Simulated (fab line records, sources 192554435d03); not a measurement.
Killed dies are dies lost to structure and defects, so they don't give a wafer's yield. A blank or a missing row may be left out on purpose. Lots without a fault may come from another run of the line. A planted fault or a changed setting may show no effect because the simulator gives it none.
Chamber matching | flow n5_finfet | N5_GATE_CUT_ETCH_28 on rie_diel-01: 4 sister chambers
The step etches underlayer in N2/H2, target depth 13 nm, time 10.4 s. 4 wafers are shown with their chamber, then 9 later ones without.

WAFERS WITH THEIR CHAMBER
wafer  | chamber | drypump_motor_current_A (A)
L078.4 | 2       | 6.5
L078.5 | 1       | 4.7
L091.4 | 0       | 5.9
L091.6 | 3       | 6.2

WAFERS WITHOUT THEIR CHAMBER
wafer  | drypump_motor_current_A (A)
L092.2 | 5.8
L092.3 | 4.7
L092.5 | 6.2
L093.1 | 4.7
L093.4 | 4.7
L093.6 | 6.2
L097.2 | 4.7
L097.3 | 5.9
L097.4 | 6.6

WHICH CHAMBER EACH WENT THROUGH
wafer  | from the rows above | in truth
L092.2 | 0                   | 0
L092.3 | 1                   | 1
L092.5 | 3                   | 3
L093.1 | 1                   | 1
L093.4 | 1                   | 1
L093.6 | 3                   | 3
L097.2 | 1                   | 1
L097.3 | 0                   | 0
L097.4 | 2                   | 2
Placed correctly: 9 of 9. Can't be placed from these rows: 0. Placed wrongly: 0.
How it was worked out, from the rows above alone: a wafer's distance from a chamber is the root of the sum, over the readings, of the square of ((its reading less the chamber's mean) divided by the reading's scatter). The wafer belongs to the nearest chamber; if the next one is less than 2 further off, it can't be placed. A chamber's mean is the mean of its shown wafers. The scatter: with one shown wafer a chamber, the root of the mean of the squares of how far each hidden wafer lies from its nearest shown one.
